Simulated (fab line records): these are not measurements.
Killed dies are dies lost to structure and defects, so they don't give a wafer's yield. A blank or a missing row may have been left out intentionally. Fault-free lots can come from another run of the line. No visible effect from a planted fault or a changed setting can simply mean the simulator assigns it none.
fab line records	flow nand_harc
record lots=12	wafers=36	last_day=33
route steps=1302 shown A_CONTACT@1082 END@1302
lots that met no fault: from a run of the same line without faults
start_h: hours from the record's opening day to when the first of the lot's shown wafers began	wait_h: hours from the lot's prior step to this one	" as in the row above	L1.1+2: one row covering several wafers at once	- no value, or no start given	* or withheld: withheld	< > ~ a bound
route shown NAME@n: NAME is a module with steps in the file, n the number in the route of the first one	usual: mean/standard deviation taken from wafers without a fault	same: alike in all rows	chamber/n: place in a boat	sites: per-site readings	_std_site: the standard deviation of these	_edge_site: the outer-site mean with the inner-site mean subtracted	radius_mm: for every site, how far away it sits from the centre of the wafer	mask NAME#n: copy n	behind: the most recent tool/chamber to have shaped the wafer	hold: reason for holding the lot/hours on hold/outcome of the hold	device: transistor that didn't switch, given as n, p or np	end of line: the tests these same wafers got at the end of their route	a step without rows: its recipe alone	killed: dies lost to structure and defects at the first sort, not the wafer's yield	map: the dies of a wafer, with x for killed, . for not killed, _ for no die there
set.NAME: the run value of the setting; set.NAME@STEP: its run value at that earlier step	model.NAME: the simulator's own value behind a step, which no gauge read
steps of the route over a sample of lots; a table a step, a row a wafer
services: when a tool's chamber went out of use (start_h, in hours from the record's first day, below 0 if earlier), for how many hours, and the reason
## steps
# step NHARC_A_CONTACT_ETCH_88
# recipe target_depth_a=390	over_etch_frac=0.3	time_s=65	ion_energy_ev=80	cf4_flow_sccm=150	ar_flow_sccm=0	rf_w=300	bias_w=100	chemistry=CF4
# usual chamber_pressure_mTorr=49.99/0.045	drypump_motor_current_A=5.9/0.36	oes_product_au=1.001/0.0065	rf_vpp_V=151.3/1.1	run_length_s=86.2/0.44	showerhead_plenum_p_Torr=1.77/0.073	throttle_valve_pct=13.285/0.0097
lot.wafer	tool	chamber	start_h	wait_h	chamber_pressure_mTorr	drypump_motor_current_A	oes_product_au	rf_hours_counter_h	rf_vpp_V	run_length_s	showerhead_plenum_p_Torr	throttle_valve_pct
L415.1	rie_diel-10	0	516.26	0.1	50.00	5.0	0.998	24	151.7	86.4	1.78	13.280
L415.2	"	2	"	"	50.01	5.8	1.007	28	151.8	86.3	1.85	13.290
L415.6	"	0	"	"	50.05	5.0	0.999	-	152.2	85.5	1.78	13.271
L416.3	rie_diel-01	0	517.51	0.1	49.97	5.5	1.015	40	150.8	85.7	1.79	13.281
L416.1	"	1	"	"	50.02	6.1	1.007	43	152.1	86.6	1.87	13.288
L416.6	"	0	"	"	50.08	5.4	1.005	-	151.7	85.6	1.79	13.296
L418.1	rie_diel-01	0	535.77	0.1	49.95	5.4	1.008	44	151.7	85.5	1.79	13.273
L418.5	"	3	"	"	49.91	5.8	0.997	-	151.8	85.6	1.79	13.278
L418.6	"	0	"	"	50.02	5.5	1.005	-	150.7	85.5	1.79	13.300
L419.4	rie_diel-03	1	542.72	0.1	49.98	6.4	1.001	12	151.6	86.8	1.86	13.287
L419.5	"	1	"	"	49.99	6.4	0.997	-	152.5	86.6	1.86	13.269
L419.6	"	2	"	"	50.01	6.0	1.001	-	149.9	86.3	1.66	13.284
L420.2	rie_diel-10	2	552.14	0.1	49.96	5.8	0.996	44	152.3	86.7	1.85	13.280
L420.6	"	2	"	"	50.06	5.8	1.001	-	150.6	86.6	1.85	13.292
L420.5	"	3	"	"	50.10	5.9	1.006	-	149.5	86.1	1.70	13.286
L421.4	rie_diel-03	1	571.83	0.1	49.98	6.3	1.003	17	153.7	86.5	1.86	13.301
L421.1	"	3	"	"	49.99	6.1	0.997	22	152.1	86.2	1.85	13.291
L421.6	"	0	"	"	50.00	5.7	1.000	-	150.6	86.0	1.66	13.287
L426.4	rie_diel-01	0	623.93	0.1	50.07	5.5	1.005	16	151.3	85.6	1.78	13.290
L426.2	"	1	"	"	49.93	6.1	0.998	17	151.0	86.9	1.86	13.297
L426.5	"	1	"	"	49.99	6.1	1.006	-	153.0	86.7	1.86	13.278
L427.3	rie_diel-03	3	625.74	0.1	50.00	6.1	1.000	30	152.1	86.2	1.85	13.287
L427.2	"	0	"	"	50.04	5.7	0.990	30	150.3	86.2	1.66	13.278
L427.1	"	1	"	"	49.99	6.3	0.997	27	152.8	86.6	1.86	13.298
L436.2	rie_diel-01	0	707.47	0.1	50.03	5.5	0.993	50	151.9	68.4	1.77	13.276
L436.1	"	2	"	"	50.04	5.5	1.006	45	151.1	86.2	1.76	13.299
L436.5	"	0	"	"	49.97	5.4	1.008	-	151.5	68.6	1.77	13.276
L435.4	rie_diel-01	0	711.96	0.1	49.96	5.4	0.996	54	152.3	68.9	1.77	13.310
L435.1	"	1	"	"	49.93	6.1	0.999	48	151.9	86.5	1.85	13.284
L435.6	"	1	"	"	50.07	6.1	1.011	-	152.9	86.5	1.85	13.270
L437.3	rie_diel-01	0	719.83	0.1	49.96	5.5	0.997	58	150.0	68.6	1.77	13.268
L437.1	"	1	"	"	50.09	6.1	0.989	52	151.3	86.6	1.85	13.278
L437.6	"	0	"	"	49.97	5.5	0.986	-	151.3	68.5	1.77	13.295
L438.1	rie_diel-10	3	742.43	0.1	50.03	5.8	1.005	42	151.4	86.6	1.69	13.279
L438.2	"	0	"	"	49.93	5.1	1.008	41	150.1	85.6	1.76	13.286
L438.4	"	2	"	"	49.98	5.8	1.006	33	152.5	86.1	1.83	13.287
# step NHARC_A_CONTACT_ETCH_136
# recipe source_w=withheld	pressure_mtorr=20	bias_v=1200	time_s=311	target_depth_a=19120	ar_flow_sccm=withheld	c4f8_flow_sccm=withheld	o2_flow_sccm=withheld	chemistry=C4F8/O2/Ar
# usual chamber_pressure_mTorr=20.000/0.019	run_length_s=311/0
lot.wafer	tool	chamber	start_h	wait_h	chamber_pressure_mTorr	rf_hours_counter_h	run_length_s
L415.1	har_cap_etch-01	0	517.76	0.2	19.969	0	311
L415.2	"	1	"	"	20.018	0	311
L415.6	"	1	"	"	19.972	-	311
L416.1	har_cap_etch-02	1	519.06	0.2	20.005	88	311
L416.3	"	1	"	"	20.000	-	311
L416.6	"	0	"	"	20.008	-	311
L418.1	har_cap_etch-01	1	537.35	0.2	20.003	6	311
L418.6	"	1	"	"	19.982	-	311
L418.5	"	0	"	"	20.024	-	311
L419.4	har_cap_etch-01	0	544.37	0.2	20.006	-	311
L419.5	"	1	"	"	20.017	-	311
L419.6	"	0	"	"	20.003	-	311
L420.2	har_cap_etch-03	0	553.70	0.2	20.004	52	311
L420.5	"	1	"	"	19.988	-	311
L420.6	"	0	"	"	19.966	-	311
L421.1	har_cap_etch-03	0	573.34	0.2	20.011	55	311
L421.4	"	1	"	"	19.989	-	311
L421.6	"	0	"	"	20.017	-	311
L426.2	har_cap_etch-02	1	625.44	0.2	20.014	107	311
L426.4	"	1	"	"	20.007	-	311
L426.5	"	1	"	"	20.003	-	311
L427.2	har_cap_etch-03	1	627.25	0.2	19.977	65	311
L427.1	"	0	"	"	20.002	65	311
L427.3	"	1	"	"	20.007	-	311
L436.2	har_cap_etch-01	1	708.98	0.2	19.988	37	311
L436.1	"	0	"	"	20.018	37	311
L436.5	"	0	"	"	20.017	-	311
L435.1	har_cap_etch-01	0	714.12	0.2	20.001	39	311
L435.4	"	1	"	"	20.002	-	311
L435.6	"	1	"	"	19.991	-	311
L437.1	har_cap_etch-01	1	722.06	0.3	20.008	40	311
L437.3	"	0	"	"	20.002	-	311
L437.6	"	0	"	"	19.980	-	311
L438.2	har_cap_etch-01	0	744.12	0.2	19.971	43	311
L438.1	"	1	"	"	19.992	43	311
L438.4	"	1	"	"	20.018	-	311
# step NHARC_A_CONTACT_ETCH_137
# recipe source_w=withheld	pressure_mtorr=20	bias_v=1200	time_s=311	target_depth_a=19120	ar_flow_sccm=withheld	c4f8_flow_sccm=withheld	o2_flow_sccm=withheld	chemistry=C4F8/O2/Ar
# usual chamber_pressure_mTorr=20.002/0.017	run_length_s=311/0
lot.wafer	tool	chamber	start_h	wait_h	chamber_pressure_mTorr	rf_hours_counter_h	run_length_s
L415.1	har_cap_etch-01	0	518.03	0.2	20.011	1	311
L415.2	"	1	"	"	20.008	1	311
L415.6	"	1	"	"	20.030	-	311
L416.1	har_cap_etch-02	1	519.33	0.2	20.004	88	311
L416.3	"	1	"	"	20.015	-	311
L416.6	"	0	"	"	20.002	-	311
L418.1	har_cap_etch-01	1	537.62	0.2	20.004	6	311
L418.6	"	1	"	"	20.013	-	311
L418.5	"	0	"	"	20.002	-	311
L419.4	har_cap_etch-01	0	544.64	0.2	19.986	-	311
L419.5	"	1	"	"	19.972	-	311
L419.6	"	0	"	"	20.008	-	311
L420.2	har_cap_etch-03	0	553.97	0.2	20.014	52	311
L420.5	"	1	"	"	19.992	-	311
L420.6	"	0	"	"	19.994	-	311
L421.1	har_cap_etch-03	0	573.61	0.2	20.004	55	311
L421.4	"	1	"	"	19.992	-	311
L421.6	"	0	"	"	19.985	-	311
L426.2	har_cap_etch-02	1	625.72	0.2	20.017	108	311
L426.4	"	1	"	"	20.008	-	311
L426.5	"	1	"	"	20.043	-	311
L427.2	har_cap_etch-03	1	627.53	0.2	19.972	65	311
L427.1	"	0	"	"	19.972	65	311
L427.3	"	1	"	"	19.976	-	311
L436.2	har_cap_etch-01	1	709.25	0.2	19.990	38	311
L436.1	"	0	"	"	20.008	38	311
L436.5	"	0	"	"	20.024	-	311
L435.1	har_cap_etch-01	0	714.39	0.2	20.002	39	311
L435.4	"	1	"	"	20.033	-	311
L435.6	"	1	"	"	20.015	-	311
L437.1	har_cap_etch-01	1	722.43	0.3	20.000	40	311
L437.3	"	0	"	"	19.983	-	311
L437.6	"	0	"	"	19.991	-	311
L438.2	har_cap_etch-01	0	744.39	0.2	20.000	43	311
L438.1	"	1	"	"	19.983	43	311
L438.4	"	1	"	"	19.998	-	311
# step NHARC_A_CONTACT_ETCH_139
# recipe source_w=withheld	pressure_mtorr=20	bias_v=400	time_s=195	target_depth_a=8400	ar_flow_sccm=withheld	c4f8_flow_sccm=11.5	o2_flow_sccm=7.2	chemistry=C4F8/O2/Ar
# usual chamber_pressure_mTorr=20.001/0.019	run_length_s=226.1/0.44
lot.wafer	tool	chamber	start_h	wait_h	chamber_pressure_mTorr	rf_hours_counter_h	run_length_s
L415.1	har_cap_etch-01	0	518.58	0.2	20.024	1	226.0
L415.2	"	1	"	"	19.987	1	225.8
L415.6	"	1	"	"	19.998	-	225.6
L416.1	har_cap_etch-02	1	519.88	0.2	19.989	89	226.2
L416.3	"	1	"	"	19.990	-	226.7
L416.6	"	0	"	"	20.029	-	226.4
L418.1	har_cap_etch-01	1	538.16	0.2	20.013	7	225.5
L418.6	"	1	"	"	20.009	-	225.6
L418.5	"	0	"	"	19.977	-	225.5
L419.4	har_cap_etch-01	0	545.18	0.2	20.003	-	225.6
L419.5	"	1	"	"	20.022	-	226.0
L419.6	"	0	"	"	20.001	-	225.6
L420.2	har_cap_etch-03	0	554.51	0.2	19.982	52	226.2
L420.5	"	1	"	"	19.996	-	227.1
L420.6	"	0	"	"	19.977	-	226.1
L421.1	har_cap_etch-03	0	574.15	0.2	20.013	55	226.0
L421.4	"	1	"	"	19.999	-	226.9
L421.6	"	0	"	"	20.039	-	226.1
L426.2	har_cap_etch-02	1	626.25	0.2	19.981	108	226.1
L426.4	"	1	"	"	19.987	-	226.0
L426.5	"	1	"	"	20.001	-	226.1
L427.2	har_cap_etch-03	1	628.07	0.2	19.998	65	226.5
L427.1	"	0	"	"	20.023	65	226.1
L427.3	"	1	"	"	20.007	-	227.0
L436.2	har_cap_etch-01	1	709.79	0.2	20.011	38	225.8
L436.1	"	0	"	"	19.999	38	225.4
L436.5	"	0	"	"	19.985	-	225.7
L435.1	har_cap_etch-01	0	714.93	0.2	19.990	39	226.0
L435.4	"	1	"	"	19.974	-	225.6
L435.6	"	1	"	"	20.021	-	225.6
L437.1	har_cap_etch-01	1	723.15	0.3	20.004	41	225.4
L437.3	"	0	"	"	20.009	-	226.2
L437.6	"	0	"	"	19.982	-	225.6
L438.2	har_cap_etch-01	0	744.94	0.2	19.984	44	225.4
L438.1	"	1	"	"	19.963	44	226.2
L438.4	"	1	"	"	20.003	-	225.6
# step NHARC_END_SORT_01
# recipe temp_c=25
# usual killed_at_array=46/15	killed_at_other=0.8/1.1	killed_at_periphery=4.0/2.9	killed_dies=50/15	killed_open=3.2/1.8	killed_short=2.3/1.6
# same gross_dies=677
lot.wafer	tool	chamber	start_h	wait_h	killed_at_array	killed_at_other	killed_at_periphery	killed_dies	killed_open	killed_short
L436.1	prober-01	0	762.00	2.5	36	0	6	42	3	5
L436.2	prober-01	0	762.79	2.8	151	0	4	155	4	2
L436.5	prober-01	0	765.16	3.7	147	0	6	153	5	0
L435.1	prober-02	0	772.72	2.5	42	0	5	47	1	1
L435.4	prober-02	0	775.12	3.4	86	2	3	91	3	2
L435.6	prober-02	0	776.73	4.0	52	0	4	56	2	3
L437.1	prober-01	0	777.64	2.5	39	2	1	42	1	1
L437.3	prober-01	0	779.23	3.1	118	1	4	123	3	4
L437.6	prober-01	0	781.60	4.0	118	1	4	123	2	0
# killed by level:class
L436.1 A_CHANNEL_HOLE_D1:chamber_film_flake=9 A_WL_FILL:chamber_film_flake=6 A_CONTACT:chamber_film_flake=4 P_GATE:chamber_film_flake=3 A_SGD_CUT:chamber_film_flake=3 A_CHANNEL_FILL_D2:geometric_particle:short=2 P_CONTACT:chamber_film_flake=2 A_CHANNEL_HOLE_D2:chamber_film_flake=2
L436.2 A_CONTACT:area_etch=115 A_CHANNEL_HOLE_D1:chamber_film_flake=13 P_GATE:chamber_film_flake=3 A_WL_FILL:chamber_film_flake=3 A_CONTACT:chamber_film_flake=3 A_M1:chamber_film_flake=3 A_STAIRCASE:geometric_particle:open=2 A_SGD_CUT:chamber_film_flake=2
L436.5 A_CONTACT:area_etch=116 A_CHANNEL_HOLE_D1:chamber_film_flake=9 A_SLIT:chamber_film_flake=9 A_CONTACT:chamber_film_flake=7 P_GATE:chamber_film_flake=3 P_GATE:geometric_particle:open=1 P_M1:geometric_particle:open=1 A_CHANNEL_FILL_D1:geometric_particle:open=1
L435.1 A_SLIT:chamber_film_flake=17 A_CHANNEL_HOLE_D2:chamber_film_flake=12 A_STAIRCASE:chamber_film_flake=4 P_GATE:chamber_film_flake=3 A_ZERO_WELL:chamber_film_flake=2 A_CONTACT:chamber_film_flake=2 A_M1:chamber_film_flake=2 A_CHANNEL_FILL_D1:geometric_particle:short=1
L435.4 A_CONTACT:area_etch=42 A_CHANNEL_HOLE_D2:chamber_film_flake=17 A_SLIT:chamber_film_flake=12 A_STAIRCASE:chamber_film_flake=4 P_M2:chamber_film_flake=2 A_CHANNEL_FILL_D1:chamber_film_flake=2 A_M1:chamber_film_flake=2 A_ONON_D1:geometric_particle:open=1
L435.6 A_CHANNEL_HOLE_D2:chamber_film_flake=20 A_SLIT:chamber_film_flake=19 A_CONTACT:chamber_film_flake=3 P_GATE:chamber_film_flake=2 A_CHANNEL_HOLE_D1:unspecified=2 A_STAIRCASE:chamber_film_flake=2 A_ONON_D2:geometric_particle:short=1 A_CHANNEL_HOLE_D2:geometric_particle:short=1
L437.1 A_SLIT:chamber_film_flake=24 A_CHANNEL_HOLE_D1:chamber_film_flake=5 A_CONTACT:chamber_film_flake=4 A_STAIRCASE:chamber_film_flake=3 A_M1:chamber_film_flake=2 THIN_TSV:chamber_film_flake=2 P_CONTACT:geometric_particle:open=1 A_STAIRCASE:geometric_particle:short=1
L437.3 A_CONTACT:area_etch=66 A_SLIT:chamber_film_flake=26 A_CHANNEL_HOLE_D1:chamber_film_flake=13 A_STAIRCASE:chamber_film_flake=5 A_M0:geometric_particle:short=3 P_ZERO_WELL:chamber_film_flake=2 P_GATE:geometric_particle:open=1 P_CONTACT:geometric_particle:open=1
L437.6 A_CONTACT:area_etch=89 A_SLIT:chamber_film_flake=14 A_CHANNEL_HOLE_D1:chamber_film_flake=10 A_STAIRCASE:chamber_film_flake=3 P_M1:geometric_particle:open=1 A_ONON_D2:geometric_particle:open=1 P_ZERO_WELL:chamber_film_flake=1 P_GATE:chamber_film_flake=1
## services
tool	chamber	start_h	hours	kind
rie_diel-03	1	493.69	3.4	repair
har_cap_etch-02	-	496.86	0.3	repair
har_cap_etch-01	-	497.00	17.0	pm
har_cap_etch-01	0	497.00	17.0	vent_cycle
har_cap_etch-01	1	497.00	17.0	vent_cycle
rie_diel-01	0	513.17	-	clean
rie_diel-01	1	513.17	-	clean
rie_diel-01	2	513.17	-	clean
rie_diel-01	3	513.17	-	clean
har_cap_etch-01	0	514.00	-	clean
har_cap_etch-01	0	514.00	-	consumable_replace:focus_ring
har_cap_etch-01	1	514.00	-	clean
rie_diel-01	-	558.64	9.0	pm
rie_diel-10	-	596.66	9.0	pm
rie_diel-03	-	598.97	1.0	repair
rie_diel-03	-	635.36	9.0	pm
rie_diel-03	-	654.68	0.5	repair
rie_diel-10	2	656.88	17.1	repair
rie_diel-01	3	663.68	8.8	repair
rie_diel-10	-	709.26	1.2	repair
rie_diel-10	0	714.82	4.4	repair
rie_diel-01	3	728.08	4.5	repair
rie_diel-03	0	734.99	9.8	repair
rie_diel-01	-	735.64	9.0	pm
## key
first_sign step=NHARC_A_CONTACT_ETCH_88	reading=run_length_s	direction=down	sigmas=40	usual=*	struck=*
effect step=NHARC_END_SORT_01	reading=killed_at_array	direction=up	sigmas=5.2	usual=46	struck=124
more_kills_born_at NHARC_A_CONTACT_ETCH_88@rie_diel-01=428
met_at NHARC_A_CONTACT_ETCH_88
struck_lots L435,L436,L437
struck_wafers L435.4,L436.2,L436.5,L437.3,L437.6
tester_left_out L435,L436,L437
not_acting_at NHARC_A_CONTACT_ETCH_136,NHARC_A_CONTACT_ETCH_137,NHARC_A_CONTACT_ETCH_139
onset_between 623.93 707.47
fault kind=process_parameter_drift	tool=rie_diel-01	chamber=0	onset_h=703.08	steps=NHARC_A_CONTACT_ETCH_88	channel=time_s	offset=*	shape=step	end_h=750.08	acts_in=*	stated=*
# tester_left_out: of these lots the tester's yield and bins aren't shown, on N5 and GAA mostly nor the transistor test; their killed dies are dies lost to structure and defects alone, not to doping, threshold or leakage, so they don't give the yield
